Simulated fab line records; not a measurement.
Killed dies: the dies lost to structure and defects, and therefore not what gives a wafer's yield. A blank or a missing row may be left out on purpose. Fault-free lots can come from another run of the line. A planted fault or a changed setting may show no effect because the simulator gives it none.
Matching of chambers / flow n5Finfet / uvCure-01 running N5_BEOL_M5_CURE_79: 3 sister chambers
The step cures SiCOH lowk, time 240 s. 6 wafers are shown with their chamber, then 11 later ones without.

## EACH WAFER AND ITS CHAMBER
wafer=L078.5; chamber=2; wafer_temp_C_max=387.1; lampPowerPct (%)=52.39
wafer=L080.4; chamber=1; wafer_temp_C_max=387.0; lampPowerPct (%)=52.25
wafer=L080.6; chamber=1; wafer_temp_C_max=387.0; lampPowerPct (%)=52.36
wafer=L081.5; chamber=0; wafer_temp_C_max=386.5; lampPowerPct (%)=52.42
wafer=L081.6; chamber=0; wafer_temp_C_max=386.9; lampPowerPct (%)=52.32
wafer=L082.2; chamber=2; wafer_temp_C_max=386.2; lampPowerPct (%)=52.31

## WAFERS WITHOUT THEIR CHAMBER
wafer=L082.3; wafer_temp_C_max=387.0; lampPowerPct (%)=52.27
wafer=L082.6; wafer_temp_C_max=387.0; lampPowerPct (%)=52.34
wafer=L084.1; wafer_temp_C_max=387.3; lampPowerPct (%)=52.36
wafer=L084.2; wafer_temp_C_max=386.8; lampPowerPct (%)=52.33
wafer=L084.3; wafer_temp_C_max=387.2; lampPowerPct (%)=52.27
wafer=L087.2; wafer_temp_C_max=387.5; lampPowerPct (%)=52.29
wafer=L087.3; wafer_temp_C_max=387.2; lampPowerPct (%)=52.17
wafer=L087.6; wafer_temp_C_max=387.5; lampPowerPct (%)=52.25
wafer=L096.2; wafer_temp_C_max=386.9; lampPowerPct (%)=52.28
wafer=L096.4; wafer_temp_C_max=387.0; lampPowerPct (%)=52.28
wafer=L096.5; wafer_temp_C_max=387.4; lampPowerPct (%)=52.44

## WHICH CHAMBER EACH WENT THROUGH
wafer=L082.3; from the rows above=can't be placed: 1 or 2 or 0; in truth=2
wafer=L082.6; from the rows above=can't be placed: 1 or 0 or 2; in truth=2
wafer=L084.1; from the rows above=can't be placed: 1 or 0 or 2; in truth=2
wafer=L084.2; from the rows above=can't be placed: 2 or 1 or 0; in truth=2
wafer=L084.3; from the rows above=can't be placed: 1 or 2 or 0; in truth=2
wafer=L087.2; from the rows above=can't be placed: 1 or 2 or 0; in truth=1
wafer=L087.3; from the rows above=can't be placed: 1 or 2 or 0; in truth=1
wafer=L087.6; from the rows above=can't be placed: 1 or 2 or 0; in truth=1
wafer=L096.2; from the rows above=can't be placed: 1 or 2 or 0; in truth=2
wafer=L096.4; from the rows above=can't be placed: 1 or 2 or 0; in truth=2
wafer=L096.5; from the rows above=can't be placed: 0 or 1 or 2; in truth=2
0 of 11 placed correctly. These rows do not allow placing 11 (true chamber among the candidates in 11). Placed wrongly: 0.
How it was worked out, from the rows above alone: a wafer's distance from a chamber is the root of the sum, over the readings, of the square of ((its reading less the chamber's mean) divided by the reading's scatter). If the next closest chamber is less than 2 further off than the closest, the wafer can't be placed; otherwise it belongs to the closest. Each chamber's mean is taken over the wafers shown for it. The scatter: take each reading less its chamber's mean, square it, sum over the shown wafers, divide by the number of wafers less the number of chambers, and take the root.
